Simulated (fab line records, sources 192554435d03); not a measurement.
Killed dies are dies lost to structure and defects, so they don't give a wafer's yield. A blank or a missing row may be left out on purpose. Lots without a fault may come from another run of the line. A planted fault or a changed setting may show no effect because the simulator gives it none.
One fault seen from 2 desks | flow n5_finfet | each desk has only its own numbers; what lay behind them comes last

THE METROLOGY DESK
What the gauges read, lot by lot, whatever tool the lot ran on: means of the sampled wafers that have a number. A lot is out of limits, marked OUT, if its mean lies more than 4 standard deviations from the usual mean; the brackets give that distance. Of its 11 readings 7 are shown: those that lie furthest out on some lot.
Columns: A = trench_depth_nm at N5_BEOL_M4_OCD_MEAS_38, usual 55.0 nm; B = DIBL_P at N5_BEOL_M4_RC_MEAS_101, usual 36.9 mV/V; C = IOFF_N at N5_BEOL_M4_RC_MEAS_101, usual 0.17 nA/um; D = IOFF_P at N5_BEOL_M4_RC_MEAS_101, usual 0.22 nA/um; E = ION_N at N5_BEOL_M4_RC_MEAS_101, usual 671 uA/um; F = VT_N at N5_BEOL_M4_RC_MEAS_101, usual 250 mV; G = VT_P at N5_BEOL_M4_RC_MEAS_101, usual -250 mV
lot  | first seen here | A    | B    | C    | D    | E   | F   | G
L115 | day 9 10:37     | 58.0 | 36.5 | 0.16 | 0.23 | 671 | 250 | -250
L122 | day 11 07:22    | 53.6 | 37.7 | 0.17 | 0.21 | 680 | 248 | -251
L124 | day 11 14:40    | 53.8 | 39.2 | 0.22 | 0.26 | 686 | 246 | -245
L134 | day 14 01:57    | 54.3 | 38.5 | 0.17 | 0.24 | 677 | 249 | -249
This desk's finding: nothing out of limits on any of the 4 lots.

THE TOOL OWNER'S DESK: rie_diel-06
The tool's own readings at N5_BEOL_M4_TRENCH_ETCH_37 (etches SiOC in C4F6/O2, target depth 55.555 nm, time 29.2 s): means of the sampled wafers that have a number, for each lot that ran on this tool. A lot is out of limits, marked OUT, if its mean lies more than 4 standard deviations from the usual mean; the brackets give that distance.
Columns: A = drypump_motor_current_A at N5_BEOL_M4_TRENCH_ETCH_37, usual 5.6 A; B = oes_product_au at N5_BEOL_M4_TRENCH_ETCH_37, usual 0.78 a.u.; C = rf_fwd_power_W at N5_BEOL_M4_TRENCH_ETCH_37, usual 350.9 W; D = rf_vpp_V at N5_BEOL_M4_TRENCH_ETCH_37, usual 655 V; E = showerhead_plenum_p_Torr at N5_BEOL_M4_TRENCH_ETCH_37, usual 2.85 Torr; F = throttle_valve_pct at N5_BEOL_M4_TRENCH_ETCH_37, usual 20.86 %
lot  | first seen here | A   | B    | C               | D   | E    | F
L115 | day 9 10:27     | 5.8 | 0.92 | 350.5           | 671 | 2.87 | 20.55
L122 | day 11 07:13    | 5.0 | 0.85 | 323.8 (-18) OUT | 708 | 2.80 | 20.44
L124 | day 11 14:31    | 5.2 | 0.80 | 323.7 (-18) OUT | 697 | 2.86 | 20.71
This desk's finding: out of limits on L122, L124; first on L122, day 11 07:13 (rf_fwd_power_W at N5_BEOL_M4_TRENCH_ETCH_37). In limits: L115.

PUT TOGETHER
The tool owner's desk could have raised an alarm at day 11 07:13, on L122, L124.
The metrology desk saw nothing out of limits.
The metrology desk has L122, L124 on record, within its limits.
Of the lots named, all ran N5_BEOL_M4_TRENCH_ETCH_37 on rie_diel-06.

WHAT THE SIMULATOR HAD PUT IN
Process parameter drift: rie_diel-06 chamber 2, from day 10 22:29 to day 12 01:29, at N5_BEOL_M4_TRENCH_ETCH_37. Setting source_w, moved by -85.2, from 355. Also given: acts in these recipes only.
Lots struck among those shown: L122, L124.
Hours from the fault's start to each desk's first reading out of limits: the tool owner's desk, 9.
